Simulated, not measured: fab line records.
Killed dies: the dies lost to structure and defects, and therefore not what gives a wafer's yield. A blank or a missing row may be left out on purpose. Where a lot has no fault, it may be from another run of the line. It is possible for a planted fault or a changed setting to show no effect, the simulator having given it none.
fab line records + flow nand-harc
record:
- lots: 5
- wafers: 15
- last-day: 31
route steps=1302 shown A_BONDPAD@1211 END@1302
lots with no fault: from the same line, run without faults
start-h: the number of hours between the record's first day and the start of the first shown wafer of the lot + wait-h: hours since the lot's step before + " repeats the value in the row above + L1.1+2: one row covering several wafers at once + - either no value or no given start + * or withheld: withheld + < > ~ a bound
route shown NAME@n: NAME is a module with steps in the file, n the number in the route of the first one + usual: the fault-free wafers' mean and standard deviation + same: alike in all rows + chamber/n: place in a boat + sites: the reading at each site + _std_site: how widely they spread, as a standard deviation + _edge_site: mean of outer sites minus mean of inner sites + radius-mm: for every site, how far away it sits from the centre of the wafer + mask NAME#n: copy n + behind: the last tool/chamber to shape the wafer + hold: cause of the lot's hold/its duration in hours/its outcome + device: names the non-switching transistor (n, p or np) + end of line: at the end of the route, the tests of the same wafers + where a step has no rows: the recipe by itself + killed: at the first sort, the dies lost to defects and structure; wafer yield is something else + map: a wafer's dies, marking killed ones x, the rest . and places with no die _
set.NAME: the setting as run; set.NAME@STEP: as run at that earlier step + model.NAME: the simulator's own value behind a step, which no gauge read
a table for each step, a row for each wafer; lots at some steps of the route
services: when a tool's chamber went out of use (start-h, in hours from the record's first day, below 0 if earlier), for how many hours, and the reason
== steps ==
step: NHARC_A_BONDPAD_EBR_05
step: NHARC_A_BONDPAD_EXPOSE_06
recipe:
- na: 0.55
- dose-mj: 36.99
- mask-id: A_BPAD
step: NHARC_A_BONDPAD_PEB_07
recipe:
- peb-temp-c: 128
- peb-time-s: 80
step: NHARC_A_BONDPAD_DEVELOP_08
recipe:
- time-s: 50
- dev-temp-c: 22
step: NHARC_A_BONDPAD_CD_MEAS_09
recipe:
- target-cd-nm: 500
- landing-energy-ev: 500
usual:
- cd-nm: 499.6/1.4
| lot.wafer | tool      | chamber | start-h | wait-h | cd-nm |
|-----------|-----------|---------|---------|--------|-------|
| L505.1    | cd-sem-01 | 0       | 535.96  | -      | 499.9 |
| L505.4    | "         | 0       | "       | "      | 502.8 |
| L505.5    | "         | 0       | "       | "      | 500.9 |
| L515.2    | cd-sem-03 | 0       | 626.47  | -      | 499.7 |
| L515.4    | "         | 0       | "       | "      | 501.1 |
| L515.6    | "         | 0       | "       | "      | 499.7 |
| L521.2    | cd-sem-02 | 0       | 691.34  | -      | 499.5 |
| L521.3    | "         | 0       | "       | "      | 497.3 |
| L521.4    | "         | 0       | "       | "      | 500.0 |
| L522.1    | cd-sem-02 | 0       | 704.71  | -      | 499.5 |
| L522.2    | "         | 0       | "       | "      | 499.7 |
| L522.5    | "         | 0       | "       | "      | 499.1 |
| L525.1    | cd-sem-01 | 0       | 720.13  | -      | 502.1 |
| L525.2    | "         | 0       | "       | "      | 499.1 |
| L525.3    | "         | 0       | "       | "      | 500.2 |
step: NHARC_A_BONDPAD_OVL_MEAS_35
usual:
- overlay-x-nm: -1/5.8
- overlay-y-nm: 1/5.5
| lot.wafer | tool       | chamber | start-h | wait-h | overlay-x-nm | overlay-y-nm |
|-----------|------------|---------|---------|--------|--------------|--------------|
| L505.1    | overlay-01 | -       | 536.05  | -      | 9            | -5           |
| L505.4    | "          | -       | "       | "      | 9            | -5           |
| L505.5    | "          | -       | "       | "      | 9            | -5           |
| L515.2    | overlay-02 | -       | 626.56  | -      | -3           | 6            |
| L515.4    | "          | -       | "       | "      | -4           | 5            |
| L515.6    | "          | -       | "       | "      | -3           | 5            |
| L521.2    | overlay-01 | -       | 691.42  | -      | -6           | 4            |
| L521.3    | "          | -       | "       | "      | -6           | 4            |
| L521.4    | "          | -       | "       | "      | -6           | 5            |
| L522.1    | overlay-02 | -       | 704.80  | -      | 6            | 5            |
| L522.2    | "          | -       | "       | "      | 7            | 5            |
| L522.5    | "          | -       | "       | "      | 6            | 5            |
| L525.1    | overlay-02 | -       | 720.21  | -      | 1            | 2            |
| L525.2    | "          | -       | "       | "      | 1            | 2            |
| L525.3    | "          | -       | "       | "      | 1            | 2            |
step: NHARC_A_BONDPAD_HARDBAKE_10
recipe:
- temp-c: 118
- time-s: 65
step: NHARC_A_BONDPAD_DESCUM_11
recipe:
- time-s: 3
- o2-flow-sccm: 200
- ar-flow-sccm: 0
- bias-power-w: 0
- chemistry: O2
usual:
- drypump-motor-current-A: 5.6/0.51
- oes-product-au: 0.999/0.009
- rf-vpp-V: 57.7/0.82
- showerhead-plenum-p-Torr: 1.90/0.057
- throttle-valve-pct: 11.311/0.0084
| lot.wafer | tool        | chamber | start-h | wait-h | drypump-motor-current-A | oes-product-au | rf-hours-counter-h | rf-vpp-V | showerhead-plenum-p-Torr | throttle-valve-pct |
|-----------|-------------|---------|---------|--------|-------------------------|----------------|--------------------|----------|--------------------------|--------------------|
| L505.1    | rie-diel-03 | 3       | 536.19  | -      | 4.9                     | 0.992          | 3                  | 57.4     | 1.95                     | 11.325             |
| L505.4    | "           | 0       | "       | "      | 6.0                     | 0.983          | 3                  | 58.4     | 1.88                     | 11.314             |
| L505.5    | "           | 1       | "       | "      | 5.7                     | 0.990          | -                  | 58.4     | 1.95                     | 11.315             |
| L515.4    | rie-diel-01 | 2       | 626.70  | -      | 5.8                     | 1.019          | 9                  | 58.9     | 1.98                     | 11.307             |
| L515.2    | "           | 3       | "       | "      | 5.5                     | 1.004          | 9                  | 56.9     | 1.81                     | 11.310             |
| L515.6    | "           | 1       | "       | "      | 5.3                     | 1.001          | -                  | 56.4     | 1.94                     | 11.315             |
| L521.2    | rie-diel-01 | 1       | 691.55  | -      | 5.3                     | 0.996          | 13                 | 58.7     | 1.94                     | 11.314             |
| L521.4    | "           | 3       | "       | "      | 5.5                     | 0.997          | 21                 | 58.2     | 1.81                     | 11.310             |
| L521.3    | "           | 0       | "       | "      | 6.5                     | 1.010          | 20                 | 58.3     | 1.89                     | 11.293             |
| L522.1    | rie-diel-03 | 3       | 704.93  | -      | 5.0                     | 0.996          | 2                  | 56.6     | 1.95                     | 11.323             |
| L522.2    | "           | 1       | "       | "      | 5.7                     | 0.986          | 2                  | 57.0     | 1.95                     | 11.305             |
| L522.5    | "           | 3       | "       | "      | 5.0                     | 1.003          | -                  | 58.4     | 1.95                     | 11.318             |
| L525.2    | rie-diel-01 | 0       | 720.34  | -      | 6.5                     | 1.015          | 24                 | 58.2     | 1.89                     | 11.303             |
| L525.1    | "           | 2       | "       | "      | 5.9                     | 1.009          | 22                 | 58.1     | 1.98                     | 11.319             |
| L525.3    | "           | 3       | "       | "      | 5.5                     | 1.001          | 24                 | 56.6     | 1.81                     | 11.310             |
step: NHARC_A_BONDPAD_ETCH_34
recipe:
- target-depth-a: 600
- overetch-a: 180
- time-s: 65.91
- ion-energy-ev: 200
- n2-flow-sccm: 150
- h2-flow-sccm: 150
- ar-flow-sccm: 0
- rf-w: 400
- bias-w: 150
- chemistry: N2/H2
usual:
- drypump-motor-current-A: 5.6/0.49
- oes-product-au: 1.001/0.0089
- rf-vpp-V: 430.3/2
- showerhead-plenum-p-Torr: 2.03/0.063
- throttle-valve-pct: 14.172/0.0082
| lot.wafer | tool        | chamber | start-h | wait-h | drypump-motor-current-A | oes-product-au | rf-hours-counter-h | rf-vpp-V | showerhead-plenum-p-Torr | throttle-valve-pct |
|-----------|-------------|---------|---------|--------|-------------------------|----------------|--------------------|----------|--------------------------|--------------------|
| L505.4    | rie-diel-03 | 2       | 536.26  | 0.1    | 5.0                     | 1.000          | 2                  | 428.1    | 1.95                     | 14.185             |
| L505.1    | "           | 3       | "       | "      | 5.0                     | 0.989          | 3                  | 431.9    | 2.08                     | 14.168             |
| L505.5    | "           | 3       | "       | "      | 5.0                     | 1.000          | -                  | 431.5    | 2.08                     | 14.170             |
| L515.4    | rie-diel-01 | 1       | 626.77  | 0.1    | 5.3                     | 1.005          | 4                  | 432.1    | 2.07                     | 14.170             |
| L515.2    | "           | 3       | "       | "      | 5.5                     | 1.010          | 9                  | 427.0    | 1.93                     | 14.167             |
| L515.6    | "           | 1       | "       | "      | 5.3                     | 1.000          | -                  | 431.9    | 2.07                     | 14.178             |
| L521.2    | rie-diel-01 | 1       | 691.63  | 0.1    | 5.3                     | 1.007          | 13                 | 431.6    | 2.07                     | 14.174             |
| L521.3    | "           | 2       | "       | "      | 5.9                     | 1.013          | 18                 | 432.6    | 2.11                     | 14.172             |
| L521.4    | "           | 0       | "       | "      | 6.5                     | 1.003          | 20                 | 430.0    | 2.02                     | 14.171             |
| L522.2    | rie-diel-03 | 1       | 705.01  | 0.1    | 5.7                     | 1.000          | 2                  | 431.6    | 2.07                     | 14.155             |
| L522.1    | "           | 3       | "       | "      | 4.9                     | 0.995          | 2                  | 431.9    | 2.08                     | 14.190             |
| L522.5    | "           | 2       | "       | "      | 5.0                     | 0.995          | -                  | 427.8    | 1.95                     | 14.166             |
| L525.3    | rie-diel-01 | 1       | 720.42  | 0.1    | 5.3                     | 0.996          | 17                 | 431.5    | 2.06                     | 14.171             |
| L525.1    | "           | 3       | "       | "      | 5.5                     | 1.005          | 24                 | 428.5    | 1.92                     | 14.186             |
| L525.2    | "           | 0       | "       | "      | 6.5                     | 1.005          | 24                 | 430.4    | 2.02                     | 14.183             |
step: NHARC_A_BONDPAD_ETCH_12
recipe:
- target-depth-a: 2200
- time-s: 110
- chf3-flow-sccm: 50
- o2-flow-sccm: 10
- ar-flow-sccm: 200
- rf-w: 500
- bias-w: 200
- chemistry: CHF3/O2
usual:
- drypump-motor-current-A: 5.6/0.49
- oes-product-au: 0.943/0.019
- rf-vpp-V: 370.3/1.7
- showerhead-plenum-p-Torr: 2.39/0.068
- throttle-valve-pct: 20.572/0.0079
| lot.wafer | tool        | chamber | start-h | wait-h | drypump-motor-current-A | oes-product-au | rf-hours-counter-h | rf-vpp-V | showerhead-plenum-p-Torr | throttle-valve-pct |
|-----------|-------------|---------|---------|--------|-------------------------|----------------|--------------------|----------|--------------------------|--------------------|
| L505.1    | rie-diel-03 | 0       | -       | -      | 6.0                     | 0.983          | 3                  | 368.2    | 2.36                     | 20.573             |
| L505.4    | "           | 1       | "       | "      | 5.7                     | 0.954          | 2                  | 372.7    | 2.44                     | 20.566             |
| L505.5    | "           | 3       | "       | "      | 5.0                     | 0.981          | -                  | 372.9    | 2.45                     | 20.560             |
| L515.2    | rie-diel-01 | 3       | -       | -      | 5.5                     | 0.936          | 9                  | 368.1    | 2.28                     | 20.574             |
| L515.4    | "           | 1       | "       | "      | 5.3                     | 0.940          | 5                  | 371.6    | 2.43                     | 20.573             |
| L515.6    | "           | 2       | "       | "      | 5.8                     | 0.934          | -                  | 373.1    | 2.48                     | 20.572             |
| L521.4    | rie-diel-01 | 1       | -       | -      | 5.3                     | 0.925          | 14                 | 369.4    | 2.43                     | 20.568             |
| L521.2    | "           | 2       | "       | "      | 5.9                     | 0.926          | 19                 | 373.5    | 2.48                     | 20.576             |
| L521.3    | "           | 3       | "       | "      | 5.5                     | 0.934          | 21                 | 367.8    | 2.27                     | 20.577             |
| L522.1    | rie-diel-03 | 1       | -       | -      | 5.7                     | 0.962          | 2                  | 371.2    | 2.44                     | 20.574             |
| L522.2    | "           | 2       | "       | "      | 5.0                     | 0.943          | 2                  | 367.4    | 2.31                     | 20.574             |
| L522.5    | "           | 1       | "       | "      | 5.7                     | 0.959          | -                  | 372.0    | 2.44                     | 20.588             |
| L525.2    | rie-diel-01 | 0       | -       | -      | 6.5                     | 0.935          | 24                 | 370.7    | 2.38                     | 20.574             |
| L525.1    | "           | 1       | "       | "      | 5.3                     | 0.932          | 17                 | 371.9    | 2.43                     | 20.578             |
| L525.3    | "           | 2       | "       | "      | 5.9                     | 0.930          | 22                 | 371.8    | 2.48                     | 20.562             |
step: NHARC_A_BONDPAD_CD_MEAS_13
usual:
- cd-nm: 499.1/1.5
| lot.wafer | tool      | chamber | start-h | wait-h | cd-nm |
|-----------|-----------|---------|---------|--------|-------|
| L505.1    | cd-sem-01 | -       | 536.49  | -      | 500.9 |
| L505.4    | "         | -       | "       | "      | 501.9 |
| L505.5    | "         | -       | "       | "      | 500.9 |
| L515.2    | cd-sem-01 | -       | 627.00  | -      | 498.4 |
| L515.4    | "         | -       | "       | "      | 499.5 |
| L515.6    | "         | -       | "       | "      | 498.2 |
| L521.2    | cd-sem-01 | -       | 692.42  | -      | 498.7 |
| L521.3    | "         | -       | "       | "      | 496.8 |
| L521.4    | "         | -       | "       | "      | 499.8 |
| L522.1    | cd-sem-02 | -       | 705.24  | -      | 498.8 |
| L522.2    | "         | -       | "       | "      | 499.5 |
| L522.5    | "         | -       | "       | "      | 499.1 |
| L525.1    | cd-sem-02 | -       | 720.66  | -      | 501.5 |
| L525.2    | "         | -       | "       | "      | 497.9 |
| L525.3    | "         | -       | "       | "      | 498.9 |
step: NHARC_A_BONDPAD_STRIP_15
recipe:
- o2-flow-sccm: 500
- ar-flow-sccm: 0
- bias-w: 0
- chemistry: O2
usual:
- drypump-motor-current-A: 5.7/0.5
- oes-product-au: 0.998/0.0097
- rf-vpp-V: 57.7/0.85
- showerhead-plenum-p-Torr: 3.50/0.1
- throttle-valve-pct: 17.035/0.0087
| lot.wafer | tool        | chamber | start-h | wait-h | drypump-motor-current-A | oes-product-au | rf-hours-counter-h | rf-vpp-V | showerhead-plenum-p-Torr | throttle-valve-pct |
|-----------|-------------|---------|---------|--------|-------------------------|----------------|--------------------|----------|--------------------------|--------------------|
| L505.4    | rie-diel-03 | 2       | 536.56  | 0.1    | 5.0                     | 1.005          | 2                  | 57.2     | 3.39                     | 17.033             |
| L505.1    | "           | 1       | "       | "      | 5.7                     | 0.989          | 2                  | 56.8     | 3.58                     | 17.025             |
| L505.5    | "           | 3       | "       | "      | 5.0                     | 0.993          | -                  | 57.9     | 3.60                     | 17.031             |
| L515.2    | rie-diel-03 | 2       | 627.07  | 0.1    | 5.0                     | 0.997          | 4                  | 58.7     | 3.39                     | 17.042             |
| L515.4    | "           | 3       | "       | "      | 5.0                     | 0.993          | 5                  | 57.9     | 3.59                     | 17.034             |
| L515.6    | "           | 2       | "       | "      | 5.0                     | 1.004          | -                  | 57.4     | 3.39                     | 17.021             |
| L521.4    | rie-diel-03 | 0       | 692.49  | 0.1    | 6.0                     | 0.996          | 1                  | 57.9     | 3.47                     | 17.044             |
| L521.3    | "           | 2       | "       | "      | 5.0                     | 0.993          | 2                  | 58.1     | 3.39                     | 17.020             |
| L521.2    | "           | 3       | "       | "      | 5.0                     | 1.002          | 2                  | 57.1     | 3.59                     | 17.031             |
| L522.2    | rie-diel-07 | 3       | 705.32  | 0.1    | 6.1                     | 1.006          | 17                 | 57.2     | 3.35                     | 17.025             |
| L522.1    | "           | 2       | "       | "      | 5.9                     | 0.993          | 18                 | 56.9     | 3.44                     | 17.021             |
| L522.5    | "           | 2       | "       | "      | 5.9                     | 0.988          | -                  | 56.7     | 3.44                     | 17.012             |
| L525.1    | rie-diel-03 | 0       | 720.75  | 0.1    | 6.0                     | 0.979          | 3                  | 58.4     | 3.47                     | 17.038             |
| L525.2    | "           | 1       | "       | "      | 5.7                     | 0.980          | 3                  | 58.3     | 3.58                     | 17.042             |
| L525.3    | "           | 2       | "       | "      | 5.0                     | 0.995          | 3                  | 57.2     | 3.39                     | 17.025             |
step: NHARC_A_BONDPAD_ETCH_24
recipe:
- target-depth-a: 300
- over-etch-frac: 0.3
- time-s: 72.99
- ion-energy-ev: 150
- cf4-flow-sccm: 50
- n2-flow-sccm: 100
- ar-flow-sccm: 150
- rf-w: 300
- bias-w: 100
- chemistry: CF4/N2
usual:
- drypump-motor-current-A: 5.7/0.49
- oes-product-au: 0.997/0.0089
- rf-vpp-V: 313.8/1.5
- showerhead-plenum-p-Torr: 2.60/0.078
- throttle-valve-pct: 19.796/0.0083
| lot.wafer | tool        | chamber | start-h | wait-h | drypump-motor-current-A | oes-product-au | rf-hours-counter-h | rf-vpp-V | showerhead-plenum-p-Torr | throttle-valve-pct |
|-----------|-------------|---------|---------|--------|-------------------------|----------------|--------------------|----------|--------------------------|--------------------|
| L505.1    | rie-diel-03 | 0       | 536.72  | -      | 6.0                     | 0.998          | 3                  | 312.8    | 2.58                     | 19.784             |
| L505.4    | "           | 2       | "       | "      | 5.0                     | 1.009          | 2                  | 311.4    | 2.52                     | 19.781             |
| L505.5    | "           | 0       | "       | "      | 6.0                     | 0.998          | -                  | 314.7    | 2.58                     | 19.805             |
| L515.4    | rie-diel-03 | 3       | 627.24  | -      | 5.0                     | 1.005          | 5                  | 315.6    | 2.68                     | 19.796             |
| L515.2    | "           | 0       | "       | "      | 6.0                     | 0.826          | 5                  | 313.6    | 2.58                     | 19.805             |
| L515.6    | "           | 2       | "       | "      | 5.0                     | 1.008          | -                  | 313.5    | 2.52                     | 19.792             |
| L521.2    | rie-diel-03 | 2       | 692.64  | -      | 5.0                     | 1.004          | 2                  | 311.1    | 2.52                     | 19.803             |
| L521.4    | "           | 3       | "       | "      | 5.0                     | 1.003          | 2                  | 315.0    | 2.67                     | 19.800             |
| L521.3    | "           | 1       | "       | "      | 5.7                     | 1.007          | 2                  | 313.5    | 2.67                     | 19.796             |
| L522.2    | rie-diel-07 | 2       | 705.51  | 0.2    | 5.8                     | 0.998          | 18                 | 313.8    | 2.56                     | 19.799             |
| L522.1    | "           | 3       | "       | "      | 6.1                     | 0.992          | 17                 | 311.7    | 2.49                     | 19.789             |
| L522.5    | "           | 2       | "       | "      | 5.9                     | 0.988          | -                  | 312.1    | 2.56                     | 19.802             |
| L525.1    | rie-diel-03 | 2       | 720.88  | -      | 5.0                     | 0.990          | 3                  | 311.4    | 2.52                     | 19.788             |
| L525.2    | "           | 3       | "       | "      | 5.0                     | 0.991          | 3                  | 314.1    | 2.67                     | 19.790             |
| L525.3    | "           | 1       | "       | "      | 5.7                     | 0.992          | 3                  | 314.3    | 2.67                     | 19.790             |
step: NHARC_A_BONDPAD_STRIP_16
recipe:
- time-s: 600
- temp-c: 30
- chemistry: post-etch-residue-remover
step: NHARC_END_SORT_01
recipe:
- temp-c: 25
usual:
- defect-limited-yield: 92.9/2.4
- killed-at-array: 44/16
- killed-at-other: 0.6/1.1
- killed-at-periphery: 3.9/2.6
- killed-dies: 48/16
- killed-open: 3.1/1.9
- killed-short: 2.4/1.8
- sort_bin_2_pct: 2.6/1
- sort_bin_3_pct: 0.6/0.39
- sort_bin_4_pct: 4.0/1.4
- sort-n-pass: 629/16
- sort-rim-yield-pct: 89/4.3
- sort-yield-pct: 92.9/2.4
same:
- gross-dies: 677
- sort_bin_5_pct[%]: 0
- sort_bin_6_pct[%]: 0
- sort_bin_7_pct[%]: 0
- sort_bin_8_pct[%]: 0
- sort-rim-n-gross: 106.00
| lot.wafer | tool      | chamber | start-h | wait-h | defect-limited-yield[%] | killed-at-array | killed-at-other | killed-at-periphery | killed-dies | killed-open | killed-short | sort_bin_2_pct[%] | sort_bin_3_pct[%] | sort_bin_4_pct[%] | sort-n-pass | sort-rim-yield-pct[%] | sort-yield-pct[%] |
|-----------|-----------|---------|---------|--------|-------------------------|-----------------|-----------------|---------------------|-------------|-------------|--------------|-------------------|-------------------|-------------------|-------------|-----------------------|-------------------|
| L515.2    | prober-01 | 0       | 657.22  | 2.8    | 92.5                    | 42              | 0               | 9                   | 51          | 5           | 1            | 3.0               | 0.1               | 4.4               | 626         | 87                    | 92.5              |
| L515.4    | prober-01 | 0       | 658.83  | 3.4    | 93.6                    | 35              | 1               | 7                   | 43          | 9           | 2            | 3.1               | 0.3               | 3.0               | 634         | 89                    | 93.6              |
| L515.6    | prober-01 | 0       | 660.43  | 4.0    | 93.1                    | 38              | 1               | 8                   | 47          | 5           | 3            | 2.4               | 0.1               | 4.4               | 630         | 85                    | 93.1              |
killed by level:class
L515.2 A_SLIT:chamber-film-flake=14 A_CHANNEL_HOLE_D2:chamber-film-flake=11 A_STAIRCASE:chamber-film-flake=6 P_M2:chamber-film-flake=5 A_CHANNEL_HOLE_D1:chamber-film-flake=3 A_CONTACT:chamber-film-flake=2 P_CONTACT:geometric-particle:open=1 P_M0:geometric-particle:open=1
L515.4 A_SLIT:chamber-film-flake=16 A_STAIRCASE:chamber-film-flake=3 A_M0:geometric-particle:open=2 A_CHANNEL_HOLE_D2:chamber-film-flake=2 P_M2:chamber-film-flake=2 A_CHANNEL_HOLE_D1:chamber-film-flake=2 A_CONTACT:chamber-film-flake=2 P_STI:geometric-particle:open=1
L515.6 A_SLIT:chamber-film-flake=18 A_CHANNEL_HOLE_D1:chamber-film-flake=6 A_CHANNEL_HOLE_D2:chamber-film-flake=4 A_STAIRCASE:chamber-film-flake=3 P_M0:geometric-particle:open=2 P_M2:chamber-film-flake=2 P_STI:geometric-particle:open=1 P_STI:geometric-particle:short=1
== services ==
| tool        | chamber | start-h | hours | kind   |
|-------------|---------|---------|-------|--------|
| rie-diel-03 | 0       | 516.31  | -     | clean  |
| rie-diel-03 | 1       | 516.31  | -     | clean  |
| rie-diel-03 | 2       | 516.31  | -     | clean  |
| rie-diel-03 | 3       | 516.31  | -     | clean  |
| rie-diel-03 | 0       | 540.81  | -     | clean  |
| rie-diel-03 | 1       | 540.81  | -     | clean  |
| rie-diel-03 | 2       | 540.81  | -     | clean  |
| rie-diel-03 | 3       | 540.81  | -     | clean  |
| rie-diel-07 | -       | 550.42  | 0.9   | repair |
| rie-diel-01 | -       | 558.11  | 9.0   | pm     |
| rie-diel-07 | 0       | 562.55  | 12.0  | repair |
| rie-diel-03 | 0       | 565.31  | -     | clean  |
| rie-diel-03 | 1       | 565.31  | -     | clean  |
| rie-diel-03 | 2       | 565.31  | -     | clean  |
| rie-diel-03 | 3       | 565.31  | -     | clean  |
| rie-diel-03 | 0       | 589.81  | -     | clean  |
| rie-diel-03 | 1       | 589.81  | -     | clean  |
| rie-diel-03 | 2       | 589.81  | -     | clean  |
| rie-diel-03 | 3       | 589.81  | -     | clean  |
| rie-diel-01 | 3       | 601.55  | 3.7   | repair |
| rie-diel-01 | 1       | 604.61  | 18.3  | repair |
| rie-diel-03 | 0       | 614.31  | -     | clean  |
| rie-diel-03 | -       | 635.31  | 9.0   | pm     |
| rie-diel-07 | -       | 648.23  | 9.0   | pm     |
== key ==
first-sign:
- step: NHARC_A_BONDPAD_ETCH_24
- reading: oes-product-au
- direction: down
- sigmas: 19
- usual: 0.997
- struck: 0.826
effect none on later readings
met-at NHARC_A_BONDPAD_ETCH_24
struck-wafers L515.2
onset-between 536.72 627.24
fault:
- kind: process-parameter-drift
- tool: rie-diel-03
- chamber: 0
- onset-h: 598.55
- steps: NHARC_A_BONDPAD_ETCH_24
- channel: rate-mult
- offset: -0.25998
- shape: step
- end-h: 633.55
